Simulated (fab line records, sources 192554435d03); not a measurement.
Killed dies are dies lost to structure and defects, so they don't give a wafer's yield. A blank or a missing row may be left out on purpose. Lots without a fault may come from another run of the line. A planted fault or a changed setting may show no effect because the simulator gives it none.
Split-lot experiment | flow n5_finfet | 7 lots, 39 wafers read, on a route of 1938 steps

THE SPLIT
At N5_FIN_SAQP_ALD_61 (deposits SiO2, target thk 4 nm, pulse time 1 s, purge time 2 s), the setting ald_cycles was moved away from the recipe's 43 on 18 of the 39 wafers read, by -46.5% to +55.8%. The other wafers ran this setting at the recipe's value.

The reading is taken at the split's own step.

THE READING
SiO2_of_FIN_SAQP_ALD_61.thk_nm (the simulator's own value, which no gauge read), in nm, at N5_FIN_SAQP_ALD_61 (deposits SiO2, target thk 4 nm, pulse time 1 s, purge time 2 s). The file gives no usual value for it. The 21 wafers here that ran the recipe average 3.990 nm, standard deviation 0.019 nm.

wafer  | tool, chamber at the split | ald_cycles as run | against the recipe | SiO2_of_FIN_SAQP_ALD_61.thk_nm, nm | against lot-mates on the recipe
L078.1 | ald_sin-04, 3              | 56                | +30.2%             | 5.143                              | +1.173
L078.2 | ald_sin-04, 0              | 43                | recipe             | 3.952                              | -
L078.3 | ald_sin-04, 1,2            | 43                | recipe             | 3.979                              | -
L078.4 | ald_sin-04, 1,2            | 43                | recipe             | 3.979                              | -
L078.5 | ald_sin-04, 0              | 56                | +30.2%             | 5.161                              | +1.191
L078.6 | ald_sin-04, 1              | 56                | +30.2%             | 5.201                              | +1.231
L083.1 | ald_sin-02, 3              | 43                | recipe             | 4.028                              | -
L083.2 | ald_sin-02, 0              | 43                | recipe             | 4.003                              | -
L083.3 | ald_sin-02, 1              | 43                | recipe             | 3.986                              | -
L083.4 | ald_sin-02, 2              | 23                | -46.5%             | 2.123                              | -1.883
L083.5 | ald_sin-02, 3              | 23                | -46.5%             | 2.189                              | -1.817
L083.6 | ald_sin-02, 0              | 23                | -46.5%             | 2.13                               | -1.876
L084.1 | ald_sin-04, 2              | 43                | recipe             | 3.988                              | -
L084.2 | ald_sin-04, 3              | 43                | recipe             | 3.968                              | -
L084.3 | ald_sin-04, 0              | 28                | -34.9%             | 2.56                               | -1.418
L084.4 | ald_sin-04, 1              | 43                | recipe             | 3.979                              | -
L084.5 | ald_sin-04, 3              | 28                | -34.9%             | 2.588                              | -1.390
L084.6 | ald_sin-04, 2              | 28                | -34.9%             | 2.587                              | -1.391
L090.1 | ald_sin-02, 1              | 43                | recipe             | 3.986                              | -
L090.3 | ald_sin-02, 1              | 43                | recipe             | 3.967                              | -
L090.5 | ald_sin-02, 1              | 43                | recipe             | 3.991                              | -
L095.1 | ald_sin-04, 3              | 53                | +23.3%             | 4.905                              | +0.927
L095.2 | ald_sin-04, 2              | 53                | +23.3%             | 4.921                              | +0.943
L095.3 | ald_sin-04, 1              | 53                | +23.3%             | 4.92                               | +0.942
L095.4 | ald_sin-04, 1              | 43                | recipe             | 3.992                              | -
L095.5 | ald_sin-04, 3              | 43                | recipe             | 3.97                               | -
L095.6 | ald_sin-04, 2              | 43                | recipe             | 3.971                              | -
L096.1 | ald_sin-03, 3              | 61                | +41.9%             | 5.677                              | +1.663
L096.2 | ald_sin-03, 0              | 61                | +41.9%             | 5.713                              | +1.699
L096.3 | ald_sin-03, 2              | 61                | +41.9%             | 5.695                              | +1.681
L096.4 | ald_sin-03, 1              | 43                | recipe             | 4.005                              | -
L096.5 | ald_sin-03, 1              | 43                | recipe             | 4.015                              | -
L096.6 | ald_sin-03, 2              | 43                | recipe             | 4.023                              | -
L097.1 | ald_sin-04, 0              | 67                | +55.8%             | 6.221                              | +2.219
L097.2 | ald_sin-04, 3              | 67                | +55.8%             | 6.243                              | +2.241
L097.3 | ald_sin-04, 2              | 67                | +55.8%             | 6.212                              | +2.210
L097.4 | ald_sin-04, 1              | 43                | recipe             | 4.008                              | -
L097.5 | ald_sin-04, 3              | 43                | recipe             | 4.002                              | -
L097.6 | ald_sin-04, 0              | 43                | recipe             | 3.995                              | -
Where a row lists several chambers, the file gives one row for several wafers and doesn't say which wafer went through which chamber.

THE FIT
A straight line over all 39 wafers: SiO2_of_FIN_SAQP_ALD_61.thk_nm changes by +0.04 nm for each +1% of ald_cycles; r = +1.00; the points scatter about the line by 0.024 nm.
The same after taking each lot's own level away (the mean of its wafers on the recipe; 39 wafers): +0.04 nm for each +1%; r = +1.00; scatter 0.016 nm.
On that fit, the largest move of ald_cycles shifts the reading by 2.2 nm.
The lots' own levels span 3.9700 to 4.0143 nm, that is 2.3 times the standard deviation above.
So the lot-to-lot level changes the slope little: the two slopes agree.
Check: with one of the wafers moved furthest among these (+55.8%) left out of the fit, the line predicts +2.23 nm for it against its lot-mates. It came out at +2.22 nm against them.

THE FILE'S OWN FIT
SiO2_of_FIN_SAQP_ALD_61.thk_nm changes by +0.04 nm for each +1% of ald_cycles, r = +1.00.
